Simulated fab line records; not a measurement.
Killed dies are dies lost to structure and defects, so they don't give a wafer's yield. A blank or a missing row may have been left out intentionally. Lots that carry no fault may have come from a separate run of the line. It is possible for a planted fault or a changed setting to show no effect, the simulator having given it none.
Matching of chambers | flow n5Finfet | N5_GATE_CUT_HM_DEP_46 on pecvd-03: 3 sister chambers
The step deposits SiO2 from TEOS/O2, target thk 130 nm, time 26.6 s. 3 wafers are shown with their chamber, then 9 later ones without.

## EACH WAFER AND ITS CHAMBER
wafer  | chamber | throttleValvePct (%)
L086.1 | 2       | 17.5
L086.2 | 1       | 18.9
L086.6 | 0       | 18.4

## WAFERS MISSING THEIR CHAMBER
wafer  | throttleValvePct (%)
L088.1 | 19.0
L088.3 | 18.2
L088.5 | 18.3
L089.3 | 17.0
L089.5 | 17.5
L089.6 | 18.9
L096.1 | 18.2
L096.5 | 19.0
L096.6 | 18.3

## CHAMBER TAKEN BY EACH
wafer  | from the rows above | in truth
L088.1 | 1                   | 1
L088.3 | 0                   | 0
L088.5 | 0                   | 0
L089.3 | 2                   | 2
L089.5 | 2                   | 2
L089.6 | 1                   | 1
L096.1 | 0                   | 0
L096.5 | 1                   | 1
L096.6 | 0                   | 0
Placed correctly: 9 of 9. Left unplaced by these rows: 0. Number placed wrongly: 0.
How it was worked out, from the rows above alone: a wafer's distance from a chamber is the root of the sum, over the readings, of the square of ((its reading less the chamber's mean) divided by the reading's scatter). The wafer belongs to the nearest chamber; if the next one is less than 2 further off, it can't be placed. The mean given for a chamber averages the wafers shown for that chamber. The scatter: root of mean squared gap, hidden wafer to nearest shown wafer, with one shown wafer a chamber.
